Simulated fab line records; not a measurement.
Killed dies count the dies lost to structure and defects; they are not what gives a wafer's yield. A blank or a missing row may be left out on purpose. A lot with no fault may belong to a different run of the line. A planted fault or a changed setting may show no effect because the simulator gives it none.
Chamber matching    flow n5_finfet    4 sister chambers for N5_BEOL_M13_DESCUM_33 on rie_diel-06
The step chemistry O2, time 7.9 s. 4 wafers are shown with their chamber, then 9 later ones without.

## WAFERS, EACH WITH ITS CHAMBER
wafer   chamber  drypump_motor_current_A (A)
L090.6  0        5.6
L092.2  2        5.6
L092.3  1        5.2
L092.4  3        6.2

## WAFERS WHOSE CHAMBER IS MISSING
wafer   drypump_motor_current_A (A)
L091.2  6.2
L091.3  5.2
L091.5  5.7
L095.3  5.6
L095.4  6.2
L095.5  5.2
L096.3  5.6
L096.5  5.6
L096.6  5.2

## THE CHAMBER EACH PASSED THROUGH
wafer   from the rows above      in truth
L091.2  3                        3
L091.3  1                        1
L091.5  can't be placed: 0 or 2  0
L095.3  can't be placed: 0 or 2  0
L095.4  3                        3
L095.5  1                        1
L096.3  can't be placed: 0 or 2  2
L096.5  can't be placed: 0 or 2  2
L096.6  1                        1
Correctly placed: 5 of 9. From these rows, 4 cannot be placed; in 4 the true chamber is one of the candidates. Placed wrongly: 0.
How it was worked out, from the rows above alone: a wafer's distance from a chamber is the root of the sum, over the readings, of the square of ((its reading less the chamber's mean) divided by the reading's scatter). If the next closest chamber is less than 2 further off than the closest, the wafer can't be placed; otherwise it belongs to the closest. A chamber's mean is the mean of its shown wafers. The scatter: with one shown wafer a chamber, the root of the mean of the squares of how far each hidden wafer lies from its nearest shown one.
